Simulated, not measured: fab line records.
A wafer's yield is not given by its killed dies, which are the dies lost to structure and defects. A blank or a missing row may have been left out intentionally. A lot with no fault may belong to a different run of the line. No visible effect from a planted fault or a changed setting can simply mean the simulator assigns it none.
fab line records ; flow n5_finfet
record: lots: 5; wafers: 15; last_day: 18
route steps=1938 shown BEOL_M1@756 BEOL_M4@1111 PASSIVATION@1936
lots that met no fault: from a run of the same line without faults
start_h: hours from the record's opening day to when the first of the lot's shown wafers began ; wait_h: hours since the lot's step before ; " the same as in the row above ; L1.1+2: one row covering several wafers at once ; - no value, or no start was given ; * or withheld: withheld ; < > ~ a bound
route shown NAME@n: NAME is a module with steps in the file, n the number in the route of the first one ; usual: mean and standard deviation over wafers with no fault ; same: alike in all rows ; chamber/n: place in a boat ; sites: readings site by site ; _std_site: standard deviation of those values ; _edge_site: the outer-site mean with the inner-site mean subtracted ; radius_mm: for every site, how far away it sits from the centre of the wafer ; mask NAME#n: copy n ; behind: the most recent tool/chamber to have shaped the wafer ; hold: cause of the lot's hold/its duration in hours/its outcome ; device: names the non-switching transistor (n, p or np) ; end of line: the tests these same wafers got at the end of their route ; a step without rows: its recipe alone ; killed: not the wafer's yield, but the dies lost to structure and defects at the first sort ; map: a wafer's dies, marking killed ones x, the rest . and places with no die _
set.NAME: the run value of the setting; set.NAME@STEP: its run value at that earlier step ; model.NAME: the simulator's own value behind a step, which no gauge read
certain route steps with their lots: each step a table, each wafer a row
services: from which hour (start_h, from the record's first day; less than 0 if before it) a tool's chamber was out of use, for how many hours, and why
== steps ==
step: N5_BEOL_M1_COAT_62
recipe: resist: SiARC; temp_c: 220; time_s: 60; spin_rpm: 1500; resist_thk_nm: 12
step: N5_BEOL_M1_COAT_73
recipe: resist: underlayer; temp_c: 205; time_s: 60; spin_rpm: 1500; resist_thk_nm: 5
step: N5_BEOL_M1_COAT_05
recipe: resist: CAR-EUV; spin_rpm: 1500; resist_thk_nm: 30
step: N5_BEOL_M1_EBR_07
recipe: solvent: PGMEA; ebr_width_mm: 1.5
step: N5_BEOL_M1_SOFTBAKE_06
recipe: temp_c: 110; time_s: 60; resist: CAR-EUV
step: N5_BEOL_M1_EXPOSE_08
recipe: mask_id: M1; na: 0.33; source_shape: dipole; sigma_inner: 0.369; sigma_outer: 0.767; polarization: unpolarized; dose_mj: 33
step: N5_BEOL_M1_PEB_09
recipe: peb_temp_c: 100; peb_time_s: 60; resist: CAR-EUV
step: N5_BEOL_M1_DEVELOP_10
recipe: develop_time_s: 30; developer: TMAH; resist: CAR-EUV; rinse_liquid: surfactant_rinse; dry: air_spin; dev_temp_c: 23
step: N5_BEOL_M1_CD_MEAS_11
recipe: target_cd_nm: 17.05; landing_energy_ev: 500; detector: se_inlens; polarity: opening
usual: cd_nm: 17.08/0.25
same: landing_energy_ev: 500
lot.wafer;tool;chamber;start_h;wait_h;cd_nm
L225.2;cd_sem-02;0;161.10;-;16.66
L225.3;cd_sem-02;0;161.10;-;16.88
L225.4;cd_sem-02;0;161.10;-;17.13
L229.1;cd_sem-02;0;183.47;-;16.78
L229.2;cd_sem-02;0;183.47;-;17.07
L229.5;cd_sem-02;0;183.47;-;17.51
L231.3;cd_sem-01;0;196.13;-;17.07
L231.5;cd_sem-01;0;196.13;-;17.00
L231.6;cd_sem-01;0;196.13;-;17.34
L236.3;cd_sem-03;0;225.78;-;17.36
L236.4;cd_sem-03;0;225.78;-;16.76
L236.5;cd_sem-03;0;225.78;-;16.74
L242.3;cd_sem-02;0;263.15;-;17.01
L242.5;cd_sem-02;0;263.15;-;17.09
L242.6;cd_sem-02;0;263.15;-;17.37
step: N5_BEOL_M1_OVL_MEAS_12
recipe: points_per_wafer: 522
usual: M1_OVL: 0.7/0.74
lot.wafer;tool;chamber;start_h;wait_h;M1_OVL[nm]
L225.2;overlay-02;0;161.14;0.0;1.5
L225.3;overlay-02;0;161.14;0.0;1.5
L225.4;overlay-02;0;161.14;0.0;0.6
L229.1;overlay-01;0;183.51;0.0;-0.4
L229.2;overlay-01;0;183.51;0.0;0.8
L229.5;overlay-01;0;183.51;0.0;-0.5
L231.3;overlay-01;0;196.17;0.0;0.9
L231.5;overlay-01;0;196.17;0.0;0.6
L231.6;overlay-01;0;196.17;0.0;1.1
L236.3;overlay-02;0;225.82;0.0;0.6
L236.4;overlay-02;0;225.82;0.0;0.2
L236.5;overlay-02;0;225.82;0.0;1.0
L242.3;overlay-02;0;263.19;0.0;0.4
L242.5;overlay-02;0;263.19;0.0;0.7
L242.6;overlay-02;0;263.19;0.0;0.2
step: N5_BEOL_M1_INSPECT_13
recipe: mode: adi; inspect_instrument: brightfield
usual: raw_defect_count: 439/110
lot.wafer;tool;chamber;start_h;wait_h;raw_defect_count
L225.2;defect_inspect-02;-;161.19;0.0;351
L225.3;defect_inspect-02;-;161.19;0.0;406
L225.4;defect_inspect-02;-;161.19;0.0;396
L229.1;defect_inspect-02;-;183.56;0.1;342
L229.2;defect_inspect-02;-;183.56;0.1;315
L229.5;defect_inspect-02;-;183.56;0.1;382
L231.3;defect_inspect-01;-;196.22;0.0;453
L231.5;defect_inspect-01;-;196.22;0.0;506
L231.6;defect_inspect-01;-;196.22;0.0;304
L236.3;defect_inspect-01;-;225.87;0.0;524
L236.4;defect_inspect-01;-;225.87;0.0;389
L236.5;defect_inspect-01;-;225.87;0.0;508
L242.3;defect_inspect-02;-;263.24;0.0;299
L242.5;defect_inspect-02;-;263.24;0.0;523
L242.6;defect_inspect-02;-;263.24;0.0;362
step: N5_BEOL_M1_DESCUM_16
recipe: chemistry: O2; time_s: 7; source_power_w: 50; bias_power_w: 20; pressure_mtorr: 20; rf_frequency_hz: 2.712e+07; temp_c: 40; resist: CAR-EUV; o2_flow_sccm: 225
usual: drypump_motor_current_A: 5.64/0.3; oes_product_au: 0.76/0.074; rf_vpp_V: 243.5/1.3; showerhead_plenum_p_Torr: 2.12/0.044; throttle_valve_pct: 20.40/0.23
lot.wafer;tool;chamber;start_h;wait_h;drypump_motor_current_A;oes_product_au;rf_hours_counter_h;rf_vpp_V;showerhead_plenum_p_Torr;throttle_valve_pct
L225.2;rie_diel-05;1;161.35;0.2;5.25;0.81;81;243.5;2.12;20.21
L225.3;rie_diel-05;3;161.35;0.2;5.53;0.71;210;243.2;2.07;20.68
L225.4;rie_diel-05;0;161.35;0.2;6.03;0.77;161;242.9;2.18;20.28
L229.1;rie_diel-05;1;183.60;0.0;5.26;0.80;87;244.4;2.12;20.23
L229.2;rie_diel-05;3;183.60;0.0;5.53;0.69;216;243.1;2.07;20.70
L229.5;rie_diel-05;2;183.60;0.0;5.55;0.84;-;242.9;2.11;20.29
L231.3;rie_diel-01;2;196.47;0.3;5.27;0.67;235;242.1;2.08;20.43
L231.5;rie_diel-01;2;196.47;0.3;5.25;0.67;-;242.4;2.08;20.42
L231.6;rie_diel-01;3;196.47;0.3;5.76;0.74;-;245.2;2.14;20.07
L236.3;rie_diel-01;1;225.90;0.0;5.96;0.68;246;244.7;2.17;20.99
L236.4;rie_diel-01;3;225.90;0.0;5.72;0.73;213;241.9;2.14;20.09
L236.5;rie_diel-01;1;225.90;0.0;5.97;0.68;-;242.7;2.17;21.01
L242.3;rie_diel-06;2;263.43;0.2;5.57;0.69;217;242.1;2.08;20.63
L242.5;rie_diel-06;3;263.43;0.2;5.35;0.81;-;242.0;2.02;20.45
L242.6;rie_diel-06;0;263.43;0.2;5.84;0.71;-;246.0;2.13;20.33
step: N5_BEOL_M1_ETCH_74
recipe: chemistry: N2/H2; target: underlayer; target_depth_a: 65; mask_material: CAR-EUV; time_s: 5.2; ion_energy_ev: 200; pressure_mtorr: 30; source_w: 840; bias_w: 150; n2_flow_sccm: 200; h2_flow_sccm: 200; ends: cleared
usual: drypump_motor_current_A: 5.64/0.3; etch_rf_on_time_s: 5.19/0.12; oes_product_au: 0.65/0.065; rf_vpp_V: 524.5/1.8; showerhead_plenum_p_Torr: 2.58/0.057; throttle_valve_pct: 17.90/0.2
lot.wafer;tool;chamber;start_h;wait_h;drypump_motor_current_A;etch_rf_on_time_s;oes_product_au;rf_hours_counter_h;rf_vpp_V;showerhead_plenum_p_Torr;throttle_valve_pct
L225.2;rie_diel-05;1;161.39;0.0;5.27;5.03;0.71;81;523.6;2.59;17.73
L225.3;rie_diel-05;3;161.39;0.0;5.54;5.28;0.59;210;524.1;2.50;17.90
L225.4;rie_diel-05;0;161.39;0.0;6.04;5.11;0.64;161;525.5;2.65;17.78
L229.1;rie_diel-05;1;183.63;0.0;5.32;4.99;0.72;87;525.7;2.59;17.73
L229.2;rie_diel-05;3;183.63;0.0;5.53;5.21;0.60;216;522.3;2.50;17.93
L229.5;rie_diel-05;2;183.63;0.0;5.56;5.09;0.73;-;524.2;2.60;18.01
L231.3;rie_diel-01;2;196.51;0.0;5.28;5.13;0.57;235;520.9;2.51;17.84
L231.5;rie_diel-01;2;196.51;0.0;5.27;5.21;0.56;-;522.9;2.51;17.86
L231.6;rie_diel-01;3;196.51;0.0;5.78;5.11;0.64;-;525.7;2.63;17.66
L236.3;rie_diel-01;1;225.94;0.0;5.99;3.49;0.74;246;523.6;2.62;18.51
L236.4;rie_diel-01;3;225.94;0.0;5.72;5.19;0.62;213;526.0;2.62;17.66
L236.5;rie_diel-01;1;225.94;0.0;5.99;3.46;0.75;-;527.1;2.62;18.50
L242.3;rie_diel-06;2;263.46;0.0;5.57;5.36;0.59;217;526.5;2.52;18.04
L242.5;rie_diel-06;3;263.46;0.0;5.29;5.11;0.70;-;521.7;2.47;18.01
L242.6;rie_diel-06;0;263.46;0.0;5.84;5.46;0.60;-;524.5;2.63;18.02
step: N5_BEOL_M1_ETCH_63
recipe: chemistry: CF4; target: SiARC; target_depth_a: 156; mask_material: CAR-EUV; time_s: 26; ion_energy_ev: 80; pressure_mtorr: 40; source_w: 545; bias_w: 36; Ar_flow_sccm: 100; cf4_flow_sccm: 100; ends: cleared
usual: drypump_motor_current_A: 5.64/0.3; etch_rf_on_time_s: 26.0/0.55; oes_product_au: 0.65/0.065; rf_vpp_V: 184.4/1; showerhead_plenum_p_Torr: 2.17/0.047; throttle_valve_pct: 15.61/0.18
lot.wafer;tool;chamber;start_h;wait_h;drypump_motor_current_A;etch_rf_on_time_s;oes_product_au;rf_hours_counter_h;rf_vpp_V;showerhead_plenum_p_Torr;throttle_valve_pct
L225.2;rie_diel-05;1;161.41;0.0;5.28;25.5;0.71;81;184.9;2.15;15.32
L225.3;rie_diel-05;3;161.41;0.0;5.53;26.3;0.60;210;183.9;2.12;15.87
L225.4;rie_diel-05;0;161.41;0.0;6.03;25.7;0.64;161;184.1;2.24;15.52
L229.1;rie_diel-05;1;183.65;0.0;5.29;24.8;0.71;87;183.8;2.15;15.35
L229.2;rie_diel-05;3;183.65;0.0;5.55;25.9;0.60;216;184.6;2.12;15.88
L229.5;rie_diel-05;2;183.65;0.0;5.56;25.5;0.74;-;183.3;2.18;15.54
L231.3;rie_diel-01;2;196.53;0.0;5.27;25.4;0.58;235;183.5;2.12;15.65
L231.5;rie_diel-01;2;196.53;0.0;5.25;25.6;0.58;-;184.0;2.12;15.65
L231.6;rie_diel-01;3;196.53;0.0;5.78;25.5;0.64;-;185.5;2.21;15.45
L236.3;rie_diel-01;1;225.96;0.0;5.95;26.4;0.58;246;185.4;2.19;16.05
L236.4;rie_diel-01;3;225.96;0.0;5.75;26.0;0.62;213;184.3;2.21;15.48
L236.5;rie_diel-01;1;225.96;0.0;5.95;26.2;0.59;-;185.7;2.19;16.04
L242.3;rie_diel-06;2;263.48;0.0;5.56;26.2;0.59;217;185.0;2.12;15.83
L242.5;rie_diel-06;3;263.48;0.0;5.30;25.1;0.70;-;182.5;2.08;15.59
L242.6;rie_diel-06;0;263.48;0.0;5.81;26.9;0.60;-;185.4;2.21;15.73
step: N5_BEOL_M4_RC_MEAS_101
usual: DIBL_N: 35.8/1.5; DIBL_P: 35.9/1.8; IOFF_N: 0.152/0.025; IOFF_P: 0.21/0.031; ION_N: 672/11; ION_P: 462/7.4; SS_N: 71.5/0.52; SS_P: 73.2/0.54; VT_N: 250/3; VT_P: -250/3.3
lot.wafer;tool;chamber;start_h;wait_h;DIBL_N[mV/V];DIBL_P[mV/V];IOFF_N[nA/um];IOFF_P[nA/um];ION_N[uA/um];ION_P[uA/um];SS_N[mV/dec];SS_P[mV/dec];VT_N[mV];VT_P[mV]
L225.2;prober-02;0;218.54;0.2;37.1;39.4;0.164;0.21;678;463;71.6;73.3;252;-253
L225.3;prober-02;0;218.54;0.2;37.4;38.7;0.163;0.20;682;463;72.0;73.4;248;-252
L225.4;prober-02;0;218.54;0.2;35.9;37.6;0.148;0.18;686;457;71.4;72.9;249;-253
L231.3;prober-01;0;237.07;0.3;35.1;35.8;0.145;0.19;674;462;71.6;74.0;250;-249
L231.5;prober-01;0;237.07;0.3;34.8;35.1;0.134;0.18;676;461;71.4;73.3;252;-253
L231.6;prober-01;0;237.07;0.3;36.6;37.9;0.180;0.22;681;470;71.3;74.0;247;-252
L229.1;prober-01;0;239.21;0.0;37.3;34.8;0.157;0.20;658;452;71.4;73.3;251;-253
L229.2;prober-01;0;239.21;0.0;37.0;34.5;0.139;0.20;677;461;71.0;74.2;253;-250
L229.5;prober-01;0;239.21;0.0;36.4;33.4;0.132;0.18;666;457;71.2;73.0;252;-254
L236.3;prober-01;0;285.21;0.3;35.5;35.8;0.171;0.21;661;456;71.7;73.2;246;-249
L236.4;prober-01;0;285.21;0.3;36.2;37.2;0.177;0.23;693;470;70.9;73.8;246;-248
L236.5;prober-01;0;285.21;0.3;36.6;37.0;0.176;0.22;672;458;71.3;74.2;248;-248
L242.3;prober-02;0;321.31;0.3;33.7;33.5;0.125;0.17;660;456;71.3;72.7;253;-253
L242.5;prober-02;0;321.31;0.3;36.9;36.4;0.165;0.21;670;455;72.2;72.7;251;-251
L242.6;prober-02;0;321.31;0.3;32.6;32.1;0.106;0.16;652;455;71.2;72.3;255;-255
step: N5_PASSIVATION_PROBE_49
usual: defect_limited_yield: 91.7/1.7; killed_at_M0_to_M3: 34/10; killed_at_M4_up: 13/5.1; killed_at_contacts: 12/6.2; killed_at_front_end: 36/12; killed_at_other: 3.2/2.6; killed_dies: 98/20; killed_on_rim: 13/4.5; killed_open: 65/13; killed_short: 32/8.4; sort_bin_5_function: 4.8/1.1; sort_bin_6_memory: 3.2/0.74; sort_bin_8_speed: 0.00/0.012; sort_n_pass: 1082/20; sort_yield_pct: 91.7/1.7
same: gross_dies: 1180; killed_at_back_side: 0; sort_bin_4_leakage[%]: 0
lot.wafer;tool;chamber;start_h;wait_h;defect_limited_yield[%];killed_at_M0_to_M3;killed_at_M4_up;killed_at_contacts;killed_at_front_end;killed_at_other;killed_dies;killed_on_rim;killed_open;killed_short;sort_bin_5_function[%];sort_bin_6_memory[%];sort_bin_8_speed[%];sort_n_pass;sort_yield_pct[%]
L225.2;prober-02;-;327.19;0.1;92.5;27;4;8;49;0;88;12;54;34;4.3;2.7;0;1092;92.5
L225.3;prober-02;-;327.24;0.1;93.1;23;9;6;42;1;81;11;52;27;4.3;2.3;0;1099;93.1
L225.4;prober-02;-;327.29;0.2;90.3;44;7;3;58;3;115;14;72;43;4.9;4.4;0;1065;90.3
L231.3;prober-01;-;339.92;0.1;94.6;14;9;8;30;3;64;5;45;19;3.1;2.3;0;1116;94.6
L231.5;prober-01;-;340.02;0.2;92.7;23;8;16;36;3;86;12;60;26;4.2;2.7;0;1094;92.7
L231.6;prober-01;-;340.07;0.3;94.0;21;11;3;30;6;71;12;50;21;3.7;2.0;0;1109;94.0
L236.3;prober-01;-;376.59;0.1;89.7;22;26;14;50;9;121;13;78;43;5.5;4.5;0;1059;89.7
L236.4;prober-01;-;376.64;0.2;91.9;37;11;9;38;1;96;6;66;28;4.7;3.3;0;1084;91.9
L236.5;prober-01;-;376.69;0.2;89.0;33;18;17;57;5;130;19;88;41;6.8;3.8;0;1050;89.0
killed by level:class
L225.2 STI_FIN_REVEAL:geometric_particle:open=13 FIN_SAQP:geometric_particle:short=12 MOL_CONTACT_COAG:geometric_particle:open=7 BEOL_M3:geometric_particle:open=7 FIN_SAQP:geometric_particle:open=6 GATE_CUT:geometric_particle:short=5 BEOL_M0_SAQP:geometric_particle:open=5 STARTING-WAFER:geometric_particle:open=4
L225.3 FIN_SAQP:geometric_particle:open=16 STI_FIN_REVEAL:geometric_particle:open=8 FIN_SAQP:geometric_particle:short=7 BEOL_M0_SAQP:geometric_particle:short=7 BEOL_M2:geometric_particle:open=6 MOL_CONTACT_COAG:geometric_particle:open=5 BEOL_M1:geometric_particle:open=3 STI_FIN_REVEAL:geometric_particle:short=2
L225.4 FIN_SAQP:geometric_particle:short=17 STI_FIN_REVEAL:geometric_particle:open=13 FIN_SAQP:geometric_particle:open=11 BEOL_M3:geometric_particle:open=11 BEOL_M0_SAQP:geometric_particle:short=10 BEOL_M2:geometric_particle:open=9 BEOL_M0_SAQP:geometric_particle:open=8 STI_FIN_REVEAL:geometric_particle:short=5
L231.3 STI_FIN_REVEAL:geometric_particle:open=11 BEOL_M2:geometric_particle:open=9 MOL_CONTACT_COAG:geometric_particle:open=5 STI_FIN_REVEAL:geometric_particle:short=3 MOL_CONTACT_COAG:geometric_particle:short=3 BEOL_M8:geometric_particle:open=3 FIN_SAQP:geometric_particle:open=2 FIN_SAQP:geometric_particle:short=2
L231.5 MOL_CONTACT_COAG:geometric_particle:open=13 STI_FIN_REVEAL:geometric_particle:open=9 GATE_CUT:geometric_particle:short=6 BEOL_M3:geometric_particle:open=6 FIN_SAQP:geometric_particle:short=4 GATE_CUT:geometric_particle:open=4 MOL_CONTACT_COAG:geometric_particle:short=3 BEOL_M1:geometric_particle:open=3
L231.6 STI_FIN_REVEAL:geometric_particle:open=19 BEOL_M0_SAQP:geometric_particle:open=4 BEOL_M1:geometric_particle:open=4 BEOL_M3:geometric_particle:open=4 BEOL_M0_SAQP:geometric_particle:short=3 BEOL_M1:geometric_particle:short=3 BEOL_M5:geometric_particle:open=3 FIN_SAQP:geometric_particle:open=2
L236.3 STI_FIN_REVEAL:geometric_particle:open=11 MOL_CONTACT_COAG:geometric_particle:open=11 GATE_CUT:geometric_particle:short=10 BEOL_M5:geometric_particle:open=8 BEOL_M2:geometric_particle:open=7 BEOL_M4:geometric_particle:open=7 FIN_SAQP:geometric_particle:short=6 FIN_SAQP:geometric_particle:open=5
L236.4 GATE_CUT:geometric_particle:open=9 GATE_CUT:geometric_particle:short=9 BEOL_M3:geometric_particle:open=9 MOL_CONTACT_COAG:geometric_particle:open=7 BEOL_M2:geometric_particle:open=7 STI_FIN_REVEAL:geometric_particle:open=6 BEOL_M0_SAQP:geometric_particle:open=6 BEOL_M4:geometric_particle:open=5
L236.5 FIN_SAQP:geometric_particle:open=14 MOL_CONTACT_COAG:geometric_particle:open=14 STI_FIN_REVEAL:geometric_particle:open=9 BEOL_M2:geometric_particle:open=9 BEOL_M4:geometric_particle:open=9 FIN_SAQP:geometric_particle:short=8 GATE_CUT:geometric_particle:short=7 GATE_CUT:geometric_particle:open=7
== services ==
tool;chamber;start_h;hours;kind
rie_diel-06;1;140.64;-;clean
rie_diel-06;1;140.64;-;consumable_replace:focus_ring
rie_diel-06;1;140.64;25.2;scheduled_down
rie_diel-06;1;140.64;25.2;vent_cycle
rie_diel-06;2;149.71;12.8;repair
rie_diel-01;3;157.99;1.5;repair
rie_diel-06;1;177.25;22.2;repair
rie_diel-06;2;194.15;4.6;repair
rie_diel-01;1;239.29;-;clean
rie_diel-01;1;239.29;-;consumable_replace:focus_ring
rie_diel-01;1;239.29;17.8;scheduled_down
rie_diel-01;1;239.29;17.8;vent_cycle
rie_diel-01;2;257.19;-;clean
rie_diel-01;2;257.19;-;consumable_replace:focus_ring
rie_diel-01;2;257.19;19.0;scheduled_down
rie_diel-01;2;257.19;19.0;vent_cycle
== key ==
first_sign: step: N5_BEOL_M1_ETCH_74; reading: etch_rf_on_time_s; direction: down; sigmas: 14; usual: *; struck: *
effect none on later readings
met_at N5_BEOL_M1_ETCH_74
struck_wafers L236.3,L236.5
fault: kind: process_parameter_drift; tool: rie_diel-01; chamber: 1; onset_h: 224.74; steps: N5_BEOL_M1_ETCH_74; channel: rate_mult; offset: 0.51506; shape: step; end_h: 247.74
